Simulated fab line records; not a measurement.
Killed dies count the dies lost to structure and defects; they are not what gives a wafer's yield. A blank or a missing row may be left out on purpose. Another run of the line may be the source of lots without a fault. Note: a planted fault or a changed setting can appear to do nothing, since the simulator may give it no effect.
Split-lot trial :: flow n5Finfet :: route with 1938 steps; 7 lots, 21 wafers read

ON THE SPLIT
At N5_SD_EPI_P_PEB_07 (peb time 60 s), the setting pebTimeS was moved away from the recipe's 60 s on 10 of the 21 wafers read, by -19.4% to +19.2%. All remaining wafers had this setting at the recipe value.

THE PATH FROM SPLIT TO READING: the file shows 1 step between them
- N5_SD_EPI_P_DEVELOP_08: develop time 30 s

THE READING
Shown in nm: cdNm at N5_SD_EPI_P_CD_MEAS_09, with target cd 240 nm. Fault-free wafers of this fab line usually give 240.0 nm, standard deviation 0.8 nm.

wafer: L075.1
tool, chamber at the split: lithoTrack-04, 0
pebTimeS as run, s: 60
against the recipe: recipe
cdNm, nm: 238.3
against lot-mates on the recipe: -

wafer: L075.2
tool, chamber at the split: lithoTrack-04, 0
pebTimeS as run, s: 53.3
against the recipe: -11.2%
cdNm, nm: 236.0
against lot-mates on the recipe: -2.3

wafer: L075.3
tool, chamber at the split: lithoTrack-04, 0
pebTimeS as run, s: 53.3
against the recipe: -11.2%
cdNm, nm: 236.3
against lot-mates on the recipe: -2.0

wafer: L076.3
tool, chamber at the split: lithoTrack-05, 0
pebTimeS as run, s: 71.51
against the recipe: +19.2%
cdNm, nm: 245.4
against lot-mates on the recipe: no lot-mate on the recipe

wafer: L076.4
tool, chamber at the split: lithoTrack-05, 0
pebTimeS as run, s: 71.51
against the recipe: +19.2%
cdNm, nm: 245.2
against lot-mates on the recipe: no lot-mate on the recipe

wafer: L076.5
tool, chamber at the split: lithoTrack-05, 0
pebTimeS as run, s: 71.51
against the recipe: +19.2%
cdNm, nm: 245.9
against lot-mates on the recipe: no lot-mate on the recipe

wafer: L087.1
tool, chamber at the split: lithoTrack-01, 0
pebTimeS as run, s: 64.96
against the recipe: +8.3%
cdNm, nm: 241.1
against lot-mates on the recipe: +0.6

wafer: L087.5
tool, chamber at the split: lithoTrack-01, 0
pebTimeS as run, s: 60
against the recipe: recipe
cdNm, nm: 240.5
against lot-mates on the recipe: -

wafer: L087.6
tool, chamber at the split: lithoTrack-01, 0
pebTimeS as run, s: 64.96
against the recipe: +8.3%
cdNm, nm: 241.9
against lot-mates on the recipe: +1.4

wafer: L090.2
tool, chamber at the split: lithoTrack-01, 0
pebTimeS as run, s: 60
against the recipe: recipe
cdNm, nm: 239.4
against lot-mates on the recipe: -

wafer: L090.5
tool, chamber at the split: lithoTrack-01, 0
pebTimeS as run, s: 60
against the recipe: recipe
cdNm, nm: 239.2
against lot-mates on the recipe: -

wafer: L090.6
tool, chamber at the split: lithoTrack-01, 0
pebTimeS as run, s: 48.33
against the recipe: -19.4%
cdNm, nm: 230.9
against lot-mates on the recipe: -8.4

wafer: L092.2
tool, chamber at the split: lithoTrack-04, 0
pebTimeS as run, s: 56.57
against the recipe: -5.7%
cdNm, nm: 238.0
against lot-mates on the recipe: -2.9

wafer: L092.3
tool, chamber at the split: lithoTrack-04, 0
pebTimeS as run, s: 56.57
against the recipe: -5.7%
cdNm, nm: 237.4
against lot-mates on the recipe: -3.5

wafer: L092.6
tool, chamber at the split: lithoTrack-04, 0
pebTimeS as run, s: 60
against the recipe: recipe
cdNm, nm: 240.9
against lot-mates on the recipe: -

wafer: L093.1
tool, chamber at the split: lithoTrack-05, 0
pebTimeS as run, s: 60
against the recipe: recipe
cdNm, nm: 240.9
against lot-mates on the recipe: -

wafer: L093.2
tool, chamber at the split: lithoTrack-05, 0
pebTimeS as run, s: 60
against the recipe: recipe
cdNm, nm: 240.2
against lot-mates on the recipe: -

wafer: L093.6
tool, chamber at the split: lithoTrack-05, 0
pebTimeS as run, s: 60
against the recipe: recipe
cdNm, nm: 241.1
against lot-mates on the recipe: -

wafer: L094.2
tool, chamber at the split: lithoTrack-01, 0
pebTimeS as run, s: 60
against the recipe: recipe
cdNm, nm: 239.7
against lot-mates on the recipe: -

wafer: L094.4
tool, chamber at the split: lithoTrack-01, 0
pebTimeS as run, s: 60
against the recipe: recipe
cdNm, nm: 239.6
against lot-mates on the recipe: -

wafer: L094.6
tool, chamber at the split: lithoTrack-01, 0
pebTimeS as run, s: 60
against the recipe: recipe
cdNm, nm: 240.4
against lot-mates on the recipe: -

THE FIT
A straight line over all 21 wafers: cdNm changes by +0.331 nm for each +1% of pebTimeS; r = +0.96; the points scatter about the line by 0.96 nm.
The same after taking each lot's own level away (the mean of its wafers on the recipe; 18 wafers): +0.304 nm for each +1%; r = +0.89; scatter 1 nm.
That fit puts the effect of the largest move of pebTimeS on the reading at 5.9 nm.
Measured against the standard deviation above, the lots' own levels, which go from 238.30 to 240.90 nm, span 3.2 times it.
Consequently the slope shifts little with the lot-to-lot level, the two slopes agreeing.
Check: for one of the wafers moved furthest among these (-19.4%), held out of the fit, the line's prediction against its lot-mates is -4.43 nm. It came out at -8.4 nm against them.

THE WHOLE CHAIN: every reading that the file lists as answering this split, in the file's order
step: N5_SD_EPI_P_CD_MEAS_09
what it does: target cd 240 nm
reading: cdNm
change (the file's fit): +0.355 nm for each +1% of the setting
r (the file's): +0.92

step: N5_SD_EPI_P_DESCUM_14
what it does: chemistry O2, time 7.9 s
reading: SD_EPI_P.cdNm (the simulator's own value, which no gauge read)
change (the file's fit): +0.348 nm for each +1% of the setting
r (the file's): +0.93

step: N5_SD_EPI_P_ETCH_36
what it does: etches SiARC in CF4, target depth 45.5 nm, time 75.8 s
reading: SD_EPI_P.cdNm (the simulator's own value, which no gauge read)
change (the file's fit): +0.343 nm for each +1% of the setting
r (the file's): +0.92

step: N5_SD_EPI_P_ETCH_37
what it does: etches SOC in N2/H2, overetch 108 nm, time 486 s
reading: SD_EPI_P.cdNm (the simulator's own value, which no gauge read)
change (the file's fit): +0.375 nm for each +1% of the setting
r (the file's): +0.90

step: N5_SD_EPI_P_ETCHBACK_46
what it does: etches SiNx in CH3F/O2, stops on SiO2, target depth 17.5 nm
reading: SD_EPI_P.cdNm (the simulator's own value, which no gauge read)
change (the file's fit): +0.369 nm for each +1% of the setting
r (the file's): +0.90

FILE'S OWN FIT
cdNm changes by +0.355 nm for each +1% of pebTimeS, r = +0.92.
